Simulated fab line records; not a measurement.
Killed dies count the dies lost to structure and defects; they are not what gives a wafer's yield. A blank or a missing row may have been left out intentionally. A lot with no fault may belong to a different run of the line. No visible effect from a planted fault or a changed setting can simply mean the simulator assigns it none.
Comparing a struck lot with a sound one + flow nandHarc + 32 out of 1159 route steps
Sound: wafers L908.1, L908.5, L908.6. Wafers L923.1, L923.2, L923.4 were the ones struck. The cause is named last.
Per side, at each step with rows, come the tool, then ch with its chambers, and then its first start. Under that, the readings that differ: sound wafers + struck wafers + difference of the means + sigmas: that difference in standard deviations of wafers without a fault.
alike: words and numbers the same on both sides, and readings whose means are apart by under 2 such deviations; not compared: readings that were withheld, readings missing a value for some wafer, numbers with overlapping values and no deviation given by the record, and bounds like >300 which may hide the same value.
Wherever a step has rows on one side only, a row that says differs or no value, or a row with sigmas, the two part there. Numbers that have no deviation but don't overlap get no sigmas and don't part them. Lack of a reading on every wafer of one side parts them only where that side has two or more wafers.

first, 9 steps without rows for these wafers: NHARC_A_CHANNEL_HOLE_D1_COAT_37 (time 65 s); NHARC_A_CHANNEL_HOLE_D1_COAT_04 (resist thk 90 nm); NHARC_A_CHANNEL_HOLE_D1_SOFTBAKE_05 (time 55 s); NHARC_A_CHANNEL_HOLE_D1_EBR_06; NHARC_A_CHANNEL_HOLE_D1_EXPOSE_07 (exposes mask HOLE D1, target cd 100 nm); NHARC_A_CHANNEL_HOLE_D1_PEB_08 (peb time 65 s); NHARC_A_CHANNEL_HOLE_D1_DEVELOP_09 (develop time 35 s); NHARC_A_CHANNEL_HOLE_D1_DESCUM_15 (chemistry O2, time 3 s); NHARC_A_CHANNEL_HOLE_D1_ETCH_38 (etches the open film in CF4, target depth 39 nm, time 65 s).
NHARC_A_CHANNEL_HOLE_D1_ETCH_39: etches the open film in N2/H2, target depth 260 nm, time 325 s.
  sound on rieDiel-02 ch 1,2,3, day 8 23:22; struck on rieDiel-02 ch 1,2,3, day 12 12:25
  alike: drypumpMotorCurrentA, n2FlowSccm, oesProductAu, rfVppV, showerheadPlenumPTorr, throttleValvePct
  not compared: rfHoursCounterH
then, 19 steps without rows for these wafers: NHARC_A_CHANNEL_HOLE_D1_ETCH_34 (etches the open film in CF4/CHF3, target depth 154 nm, time 77 s); NHARC_A_CHANNEL_HOLE_D1_ETCH_16 (etches the open film in O2/COS, target depth 3100 nm, time 806 s); NHARC_A_CHANNEL_HOLE_D1_ETCH_19 (etches the open film in C4F8/O2/Ar, time 34.5 s); NHARC_A_CHANNEL_HOLE_D1_ETCH_20 (etches the open film in C4F8/O2/Ar, time 361.9 s, target depth 1600 nm); NHARC_A_CHANNEL_HOLE_D1_ETCH_21 (etches the open film in C4F8/O2/Ar, time 514.3 s, target depth 1600 nm); NHARC_A_CHANNEL_HOLE_D1_ETCH_22 (etches the open film in C4F8/O2/Ar, time 666.7 s, target depth 1600 nm); NHARC_A_CHANNEL_HOLE_D1_ETCH_23 (etches the open film in C4F8/O2/Ar, time 819 s, target depth 1600 nm); NHARC_A_CHANNEL_HOLE_D1_ETCH_24 (etches the open film in C4F8/O2/Ar, time 906.2 s, target depth 1500 nm); NHARC_A_CHANNEL_HOLE_D1_ETCH_25 (etches the open film in C4F8/O2/Ar, time 1040.2 s, target depth 1500 nm); NHARC_A_CHANNEL_HOLE_D1_ETCH_26 (etches the open film in C4F8/O2/Ar, time 224.1 s, target depth 300 nm); NHARC_A_CHANNEL_HOLE_D1_ETCH_33 (etches the open film in C4F8/O2/Ar, time 90 s, target depth 400 nm); NHARC_A_CHANNEL_HOLE_D1_STRIP_41 (strips in N2/H2); NHARC_A_CHANNEL_HOLE_D1_STRIP_42 (strips in CF4/CHF3); NHARC_A_CHANNEL_HOLE_D1_STRIP_43 (strips in O2/COS); NHARC_A_CHANNEL_HOLE_D1_ETCH_44 (etches the open film in CF4/O2, target depth 140 nm, overetch 14 nm, time 77 s); NHARC_A_CHANNEL_HOLE_D1_STRIP_27 (strips in O2); NHARC_A_CHANNEL_HOLE_D1_PRECLEAN_28 (cleans in SC1); NHARC_A_CHANNEL_HOLE_D1_SRD_29; NHARC_A_CHANNEL_HOLE_D1_XSEM_31.
NHARC_A_CHANNEL_HOLE_D1_INSPECT_40:
  struck on defectInspect-01, day 12 19:31; sound on defectInspect-01, day 9 06:02
| reading        | sound    | struck      | difference | sigmas |
|----------------|----------|-------------|------------|--------|
| rawDefectCount | 60 57 59 | 697 661 709 | +630       | +37    |
then, 1 step without rows for these wafers: NHARC_A_CHANNEL_FILL_D1_PRECLEAN_00 (cleans in SC1).
-- record jumps: 11 days between struck wafers' starts before vs after; left off in module A_CHANNEL_FILL_D1, resumes in module END, first step shown is number 1159 of the route --
NHARC_END_SORT_01:
  at this point the record logs the struck wafers (prober-01 ch 0, day 23 14:10) and has no rows for the sound ones

== WHERE THEY PART ==
Last at NHARC_END_SORT_01 as far as this record goes, first at NHARC_A_CHANNEL_HOLE_D1_INSPECT_40.

WHY: whatever the simulator had introduced
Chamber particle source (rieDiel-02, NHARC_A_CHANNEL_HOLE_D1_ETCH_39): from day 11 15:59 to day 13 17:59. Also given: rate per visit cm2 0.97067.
